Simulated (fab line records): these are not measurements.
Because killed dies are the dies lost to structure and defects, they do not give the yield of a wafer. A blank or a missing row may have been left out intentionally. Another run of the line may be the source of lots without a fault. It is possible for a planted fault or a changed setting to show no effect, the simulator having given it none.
Matching of chambers ; flow nand_harc ; NHARC_P_ZERO_WELL_DESCUM_13 on rie_diel-04: 4 sister chambers
The step chemistry O2, time 3 s. 8 wafers are shown with their chamber, then 9 later ones without.

== EACH WAFER AND ITS CHAMBER ==
wafer;chamber;showerhead_plenum_p_Torr (Torr);drypump_motor_current_A (A)
L079.4;1;1.92;5.8
L080.6;0;1.80;6.7
L081.1;3;1.81;5.5
L081.4;2;1.77;5.1
L081.6;3;1.81;5.5
L083.1;0;1.80;6.6
L083.4;1;1.92;5.8
L083.5;2;1.76;5.1

== WAFERS WITHOUT THEIR CHAMBER ==
wafer;showerhead_plenum_p_Torr (Torr);drypump_motor_current_A (A)
L085.1;1.92;5.7
L085.4;1.81;5.5
L085.6;1.81;5.4
L086.2;1.92;5.8
L086.4;1.76;5.1
L086.6;1.76;5.1
L093.1;2.07;5.1
L093.4;1.79;6.6
L093.6;1.80;5.5

== WHICH CHAMBER EACH ONE RAN IN ==
wafer;from the rows above;in truth
L085.1;1;1
L085.4;3;3
L085.6;3;3
L086.2;1;1
L086.4;2;2
L086.6;2;2
L093.1;1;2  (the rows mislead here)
L093.4;0;0
L093.6;3;3
Correctly placed: 8 of 9. Left unplaced by these rows: 0. 1 placed wrongly.
How it was worked out, from the rows above alone: a wafer's distance from a chamber is the root of the sum, over the readings, of the square of ((its reading less the chamber's mean) divided by the reading's scatter). If the next closest chamber is less than 2 further off than the closest, the wafer can't be placed; otherwise it belongs to the closest. The mean given for a chamber averages the wafers shown for that chamber. The scatter: take each reading less its chamber's mean, square it, sum over the shown wafers, divide by the number of wafers less the number of chambers, and take the root.
